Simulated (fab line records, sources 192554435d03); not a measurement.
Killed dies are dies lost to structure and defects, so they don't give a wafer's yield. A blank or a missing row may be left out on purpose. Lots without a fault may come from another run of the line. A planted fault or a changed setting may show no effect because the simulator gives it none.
Which tool did it? | flow n5_finfet | 24 lots, 72 wafers sampled, at 6 steps of a route of 1938

WHAT THE GAUGES READ, wafer by wafer
The record holds no reading of a measuring or inspecting step that can be judged against a usual standard deviation.

WHICH TOOL RAN EACH LOT (tool, then ch and the chambers of the sampled wafers, then the start)
lot  | N5_BEOL_M3_ANNEAL_49         | N5_BEOL_M3_SPUTTER_79        | N5_BEOL_M3_ANNEAL_82         | N5_BEOL_M3_ANNEAL_87         | N5_BEOL_M4_STRIP_66                | N5_BEOL_M4_STRIP_19
L074 | pvd_sputter-03, day 7 12:55  | pvd_sputter-03, day 7 13:04  | pvd_sputter-03, day 7 13:22  | pvd_sputter-03, day 7 13:35  | rie_diel-06 ch 0,1, day 7 17:26    | rie_diel-04 ch 1,2, day 7 17:39
L075 | pvd_sputter-02, day 7 19:50  | pvd_sputter-02, day 7 19:59  | pvd_sputter-02, day 7 20:17  | pvd_sputter-02, day 7 20:30  | rie_diel-04 ch 0,2, day 8 03:52    | rie_diel-06 ch 0,1,2, day 8 04:04
L076 | pvd_sputter-02, day 8 22:56  | pvd_sputter-02, day 8 23:04  | pvd_sputter-02, day 8 23:22  | pvd_sputter-02, day 8 23:35  | rie_diel-04 ch 1,2, day 9 02:53    | rie_diel-02 ch 1,2, day 9 03:02
L078 | pvd_sputter-01, day 9 00:14  | pvd_sputter-01, day 9 00:22  | pvd_sputter-01, day 9 00:40  | pvd_sputter-01, day 9 00:53  | rie_diel-04 ch 0,1,2, day 9 04:55  | rie_diel-06 ch 0,3, day 9 05:07
L081 | pvd_sputter-01, day 9 02:23  | pvd_sputter-01, day 9 02:32  | pvd_sputter-01, day 9 02:50  | pvd_sputter-01, day 9 03:03  | rie_diel-04 ch 0,2, day 9 08:09    | rie_diel-04 ch 0,1, day 9 08:25
L077 | pvd_sputter-03, day 9 02:25  | pvd_sputter-03, day 9 02:34  | pvd_sputter-03, day 9 02:52  | pvd_sputter-03, day 9 03:05  | rie_diel-06 ch 0,2,3, day 9 08:17  | rie_diel-04 ch 0,2, day 9 08:28
L079 | pvd_sputter-03, day 9 05:10  | pvd_sputter-03, day 9 05:19  | pvd_sputter-03, day 9 05:37  | pvd_sputter-03, day 9 05:50  | rie_diel-04 ch 0,1, day 9 09:14    | rie_diel-06 ch 0,1,2, day 9 09:23
L080 | pvd_sputter-02, day 9 05:25  | pvd_sputter-02, day 9 05:33  | pvd_sputter-02, day 9 05:51  | pvd_sputter-02, day 9 06:04  | rie_diel-06 ch 1,2, day 9 11:31    | rie_diel-04 ch 1,2, day 9 11:40
L082 | pvd_sputter-01, day 9 05:35  | pvd_sputter-01, day 9 05:44  | pvd_sputter-01, day 9 06:02  | pvd_sputter-01, day 9 06:15  | rie_diel-04 ch 0,2, day 9 11:32    | rie_diel-06 ch 1,2,3, day 9 11:41
L083 | pvd_sputter-01, day 9 12:24  | pvd_sputter-01, day 9 12:32  | pvd_sputter-01, day 9 12:50  | pvd_sputter-01, day 9 13:04  | rie_diel-06 ch 0,1,2, day 9 16:34  | rie_diel-02 ch 1,2,3, day 9 16:43
L084 | pvd_sputter-01, day 9 16:28  | pvd_sputter-01, day 9 16:37  | pvd_sputter-01, day 9 16:55  | pvd_sputter-01, day 9 17:08  | rie_diel-04 ch 0,3, day 9 21:07    | rie_diel-06 ch 0,1, day 9 21:17
L085 | pvd_sputter-02, day 10 14:37 | pvd_sputter-02, day 10 14:45 | pvd_sputter-02, day 10 15:03 | pvd_sputter-02, day 10 15:16 | rie_diel-04 ch 2,3, day 10 19:46   | rie_diel-04 ch 1,2,3, day 10 19:55
L086 | pvd_sputter-03, day 10 21:50 | pvd_sputter-03, day 10 21:58 | pvd_sputter-03, day 10 22:16 | pvd_sputter-03, day 10 22:29 | rie_diel-06 ch 0,1,3, day 11 04:53 | rie_diel-02 ch 0,1, day 11 05:07
L087 | pvd_sputter-03, day 11 01:35 | pvd_sputter-03, day 11 01:44 | pvd_sputter-03, day 11 02:02 | pvd_sputter-03, day 11 02:15 | rie_diel-06 ch 1,2,3, day 11 05:46 | rie_diel-02 ch 0,1, day 11 06:01
L088 | pvd_sputter-02, day 11 12:53 | pvd_sputter-02, day 11 13:01 | pvd_sputter-02, day 11 13:19 | pvd_sputter-02, day 11 13:32 | rie_diel-04 ch 0,1, day 11 16:56   | rie_diel-02 ch 0,1,3, day 11 17:05
L091 | pvd_sputter-02, day 11 16:28 | pvd_sputter-02, day 11 16:36 | pvd_sputter-02, day 11 16:54 | pvd_sputter-02, day 11 17:07 | rie_diel-02 ch 0,2,3, day 11 21:57 | rie_diel-02 ch 0,2,3, day 11 22:06
L089 | pvd_sputter-01, day 11 19:07 | pvd_sputter-01, day 11 19:16 | pvd_sputter-01, day 11 19:34 | pvd_sputter-01, day 11 19:47 | rie_diel-02 ch 2,3, day 11 23:46   | rie_diel-02 ch 0,1, day 11 23:55
L090 | pvd_sputter-03, day 12 00:26 | pvd_sputter-03, day 12 00:35 | pvd_sputter-03, day 12 00:53 | pvd_sputter-03, day 12 01:06 | rie_diel-02 ch 0,3, day 12 04:49   | rie_diel-02 ch 1,2,3, day 12 05:00
L093 | pvd_sputter-01, day 12 09:52 | pvd_sputter-01, day 12 10:00 | pvd_sputter-01, day 12 10:18 | pvd_sputter-01, day 12 10:31 | rie_diel-02 ch 2,3, day 12 14:17   | rie_diel-02 ch 0,1,2, day 12 14:26
L092 | pvd_sputter-03, day 12 11:17 | pvd_sputter-03, day 12 11:25 | pvd_sputter-03, day 12 11:43 | pvd_sputter-03, day 12 11:56 | rie_diel-04 ch 1,2, day 12 17:44   | rie_diel-02 ch 0,2, day 12 17:59
L094 | pvd_sputter-02, day 12 14:37 | pvd_sputter-02, day 12 14:45 | pvd_sputter-02, day 12 15:03 | pvd_sputter-02, day 12 15:16 | rie_diel-04 ch 0,2, day 12 18:58   | rie_diel-06 ch 0,1,3, day 12 19:10
L095 | pvd_sputter-03, day 13 03:05 | pvd_sputter-03, day 13 03:14 | pvd_sputter-03, day 13 03:32 | pvd_sputter-03, day 13 03:45 | rie_diel-06 ch 2,3, day 13 09:03   | rie_diel-06 ch 1,2,3, day 13 09:16
L097 | pvd_sputter-01, day 13 10:21 | pvd_sputter-01, day 13 10:29 | pvd_sputter-01, day 13 10:47 | pvd_sputter-01, day 13 11:01 | rie_diel-02 ch 1,2,3, day 13 16:05 | rie_diel-04 ch 0,3, day 13 16:23
L096 | pvd_sputter-01, day 13 13:56 | pvd_sputter-01, day 13 14:04 | pvd_sputter-01, day 13 14:22 | pvd_sputter-01, day 13 14:35 | rie_diel-06 ch 1,2,3, day 13 19:34 | rie_diel-02 ch 1,2, day 13 19:46
- N5_BEOL_M3_ANNEAL_49: time 240 s.
- N5_BEOL_M3_SPUTTER_79: material Cu, target thk 4.5 nm, time 8.29 s.
- N5_BEOL_M3_ANNEAL_82: time 240 s.
- N5_BEOL_M3_ANNEAL_87: time 240 s.
- N5_BEOL_M4_STRIP_66: strips in CF4.
- N5_BEOL_M4_STRIP_19: strips in O2.

WHAT THE TOOLS THEMSELVES READ (means of the sampled wafers that have a number; where no wafer has one, the mark that the record gives instead)
N5_BEOL_M3_ANNEAL_49.
lot  | tool           | heater_power_w (W)
L074 | pvd_sputter-03 | 767
L075 | pvd_sputter-02 | 978
L076 | pvd_sputter-02 | 853
L078 | pvd_sputter-01 | 843
L081 | pvd_sputter-01 | 861
L077 | pvd_sputter-03 | 831
L079 | pvd_sputter-03 | 799
L080 | pvd_sputter-02 | 914
L082 | pvd_sputter-01 | 852
L083 | pvd_sputter-01 | 845
L084 | pvd_sputter-01 | 846
L085 | pvd_sputter-02 | 919
L086 | pvd_sputter-03 | 730
L087 | pvd_sputter-03 | 782
L088 | pvd_sputter-02 | 903
L091 | pvd_sputter-02 | 919
L089 | pvd_sputter-01 | 878
L090 | pvd_sputter-03 | 684
L093 | pvd_sputter-01 | 870
L092 | pvd_sputter-03 | 771
L094 | pvd_sputter-02 | 859
L095 | pvd_sputter-03 | 813
L097 | pvd_sputter-01 | 859
L096 | pvd_sputter-01 | 865

N5_BEOL_M3_SPUTTER_79.
lot  | tool           | chuck_sensor_temp_C (C) | throttle_valve_pct (%)
L074 | pvd_sputter-03 | -15.7                   | 30.6
L075 | pvd_sputter-02 | -15.6                   | 29.1
L076 | pvd_sputter-02 | -15.7                   | 29.3
L078 | pvd_sputter-01 | -15.7                   | 30.0
L081 | pvd_sputter-01 | -15.7                   | 29.9
L077 | pvd_sputter-03 | -16.0                   | 30.0
L079 | pvd_sputter-03 | -15.6                   | 30.6
L080 | pvd_sputter-02 | -15.5                   | 28.8
L082 | pvd_sputter-01 | -15.7                   | 29.8
L083 | pvd_sputter-01 | -15.3                   | 29.7
L084 | pvd_sputter-01 | -15.2                   | 30.3
L085 | pvd_sputter-02 | -16.0                   | 30.3
L086 | pvd_sputter-03 | -15.7                   | 30.3
L087 | pvd_sputter-03 | -15.6                   | 30.8
L088 | pvd_sputter-02 | -15.9                   | 29.6
L091 | pvd_sputter-02 | -15.6                   | 29.4
L089 | pvd_sputter-01 | -15.7                   | 29.7
L090 | pvd_sputter-03 | -15.5                   | 30.6
L093 | pvd_sputter-01 | -15.7                   | 29.9
L092 | pvd_sputter-03 | -15.6                   | 30.7
L094 | pvd_sputter-02 | -15.1                   | 28.0
L095 | pvd_sputter-03 | -15.8                   | 30.4
L097 | pvd_sputter-01 | -15.7                   | 29.9
L096 | pvd_sputter-01 | -15.8                   | 29.5

N5_BEOL_M3_ANNEAL_82.
lot  | tool           | heater_power_w (W)
L074 | pvd_sputter-03 | 766
L075 | pvd_sputter-02 | 995
L076 | pvd_sputter-02 | 849
L078 | pvd_sputter-01 | 849
L081 | pvd_sputter-01 | 842
L077 | pvd_sputter-03 | 834
L079 | pvd_sputter-03 | 800
L080 | pvd_sputter-02 | 917
L082 | pvd_sputter-01 | 861
L083 | pvd_sputter-01 | 840
L084 | pvd_sputter-01 | 833
L085 | pvd_sputter-02 | 919
L086 | pvd_sputter-03 | 715
L087 | pvd_sputter-03 | 772
L088 | pvd_sputter-02 | 907
L091 | pvd_sputter-02 | 926
L089 | pvd_sputter-01 | 889
L090 | pvd_sputter-03 | 677
L093 | pvd_sputter-01 | 854
L092 | pvd_sputter-03 | 778
L094 | pvd_sputter-02 | 856
L095 | pvd_sputter-03 | 812
L097 | pvd_sputter-01 | 855
L096 | pvd_sputter-01 | 865

N5_BEOL_M3_ANNEAL_87.
lot  | tool           | heater_power_w (W)
L074 | pvd_sputter-03 | 776
L075 | pvd_sputter-02 | 1000
L076 | pvd_sputter-02 | 858
L078 | pvd_sputter-01 | 860
L081 | pvd_sputter-01 | 845
L077 | pvd_sputter-03 | 829
L079 | pvd_sputter-03 | 791
L080 | pvd_sputter-02 | 942
L082 | pvd_sputter-01 | 863
L083 | pvd_sputter-01 | 846
L084 | pvd_sputter-01 | 847
L085 | pvd_sputter-02 | 932
L086 | pvd_sputter-03 | 727
L087 | pvd_sputter-03 | 773
L088 | pvd_sputter-02 | 904
L091 | pvd_sputter-02 | 933
L089 | pvd_sputter-01 | 881
L090 | pvd_sputter-03 | 683
L093 | pvd_sputter-01 | 843
L092 | pvd_sputter-03 | 763
L094 | pvd_sputter-02 | 876
L095 | pvd_sputter-03 | 829
L097 | pvd_sputter-01 | 851
L096 | pvd_sputter-01 | 857

N5_BEOL_M4_STRIP_66.
lot  | tool        | drypump_motor_current_A (A) | oes_product_au (a.u.) | rf_vpp_V (V) | showerhead_plenum_p_Torr (Torr) | throttle_valve_pct (%)
L074 | rie_diel-06 | 6.2                         | 0.78                  | 271.5        | 1.79                            | 13.42
L075 | rie_diel-04 | 5.9                         | 0.84                  | 273.4        | 1.89                            | 13.52
L076 | rie_diel-04 | 5.9                         | 0.89                  | 272.4        | 1.83                            | 13.28
L078 | rie_diel-04 | 5.9                         | 0.86                  | 273.4        | 1.85                            | 13.43
L081 | rie_diel-04 | 5.9                         | 0.84                  | 272.9        | 1.88                            | 13.56
L077 | rie_diel-06 | 5.9                         | 0.74                  | 271.6        | 1.82                            | 13.58
L079 | rie_diel-04 | 5.8                         | 0.89                  | 272.3        | 1.82                            | 13.28
L080 | rie_diel-06 | 5.5                         | 0.77                  | 270.1        | 1.75                            | 13.49
L082 | rie_diel-04 | 6.0                         | 0.82                  | 272.9        | 1.88                            | 13.57
L083 | rie_diel-06 | 5.7                         | 0.75                  | 271.0        | 1.77                            | 13.51
L084 | rie_diel-04 | 5.9                         | 0.89                  | 274.0        | 1.89                            | 13.38
L085 | rie_diel-04 | 5.9                         | 0.84                  | 272.5        | 1.90                            | 13.42
L086 | rie_diel-06 | 6.2                         | 0.76                  | 270.5        | 1.81                            | 13.54
L087 | rie_diel-06 | 5.7                         | 0.75                  | 271.7        | 1.80                            | 13.59
L088 | rie_diel-04 | 5.8                         | 0.86                  | 271.7        | 1.82                            | 13.32
L091 | rie_diel-02 | 6.2                         | 0.86                  | 270.9        | 1.75                            | 13.47
L089 | rie_diel-02 | 6.2                         | 0.95                  | 270.6        | 1.77                            | 13.35
L090 | rie_diel-02 | 6.5                         | 0.85                  | 270.1        | 1.74                            | 13.52
L093 | rie_diel-02 | 6.2                         | 0.94                  | 270.9        | 1.77                            | 13.36
L092 | rie_diel-04 | 5.9                         | 0.81                  | 272.7        | 1.85                            | 13.50
L094 | rie_diel-04 | 5.9                         | 0.81                  | 273.3        | 1.87                            | 13.61
L095 | rie_diel-06 | 5.9                         | 0.82                  | 272.7        | 1.84                            | 13.49
L097 | rie_diel-02 | 6.3                         | 0.86                  | 270.7        | 1.77                            | 13.44
L096 | rie_diel-06 | 5.7                         | 0.82                  | 270.9        | 1.79                            | 13.44

N5_BEOL_M4_STRIP_19.
lot  | tool        | drypump_motor_current_A (A) | oes_product_au (a.u.) | rf_vpp_V (V) | showerhead_plenum_p_Torr (Torr) | throttle_valve_pct (%)
L074 | rie_diel-04 | 5.9                         | 0.79                  | 3.5          | 2.18                            | 16.63
L075 | rie_diel-06 | 5.7                         | 0.76                  | 3.5          | 2.08                            | 16.57
L076 | rie_diel-02 | 6.0                         | 0.75                  | 3.6          | 2.08                            | 16.69
L078 | rie_diel-06 | 6.4                         | 0.76                  | 4.3          | 2.16                            | 16.59
L081 | rie_diel-04 | 5.8                         | 0.92                  | 3.8          | 2.16                            | 16.49
L077 | rie_diel-04 | 6.0                         | 0.83                  | 3.8          | 2.20                            | 16.61
L079 | rie_diel-06 | 5.7                         | 0.75                  | 3.9          | 2.07                            | 16.59
L080 | rie_diel-04 | 5.9                         | 0.90                  | 3.1          | 2.16                            | 16.43
L082 | rie_diel-06 | 5.7                         | 0.77                  | 3.5          | 2.11                            | 16.66
L083 | rie_diel-02 | 6.3                         | 0.73                  | 3.6          | 2.08                            | 16.83
L084 | rie_diel-06 | 6.0                         | 0.78                  | 4.0          | 2.06                            | 16.53
L085 | rie_diel-04 | 5.8                         | 0.90                  | 3.1          | 2.19                            | 16.35
L086 | rie_diel-02 | 6.1                         | 0.77                  | 3.5          | 2.08                            | 16.68
L087 | rie_diel-02 | 6.0                         | 0.74                  | 3.9          | 2.05                            | 16.70
L088 | rie_diel-02 | 6.3                         | 0.83                  | 4.0          | 2.06                            | 16.67
L091 | rie_diel-02 | 6.2                         | 0.88                  | 3.8          | 2.03                            | 16.56
L089 | rie_diel-02 | 6.1                         | 0.77                  | 3.8          | 2.08                            | 16.70
L090 | rie_diel-02 | 6.3                         | 0.91                  | 3.4          | 2.07                            | 16.53
L093 | rie_diel-02 | 6.0                         | 0.81                  | 3.8          | 2.06                            | 16.60
L092 | rie_diel-02 | 5.8                         | 0.86                  | 3.6          | 2.04                            | 16.48
L094 | rie_diel-06 | 6.2                         | 0.75                  | 3.7          | 2.10                            | 16.60
L095 | rie_diel-06 | 5.7                         | 0.83                  | 4.0          | 2.10                            | 16.58
L097 | rie_diel-04 | 5.9                         | 0.85                  | 3.7          | 2.21                            | 16.57
L096 | rie_diel-02 | 6.1                         | 0.83                  | 3.7          | 2.10                            | 16.59

THE ANSWER, worked out from the rows above alone
Rule: what is usual is taken from the lots themselves. Put in order of their means at a reading, lots are off if they are a third of the lots or fewer, leave a main group of 4 or more, and stand apart from it by a gap of 3 or more times the standard deviation of the main group's means; of several such gaps the widest counts. A main group whose means are all the same, to the digits that the tables above print for the reading, isn't used. A lot without any number at a reading at which 4 lots or more have one is off too. The other lots that the step has rows for count as sound. The gauges are gone through in route order, then the tools' own readings, and for those a lot's mean is taken as printed above. The first step at which some lot is off is used, and at that step the reading that is off furthest; a lot without a number counts as furthest.
No lot is off at any reading shown: from this, nothing can be told.

WHAT THE SIMULATOR HAD PUT IN
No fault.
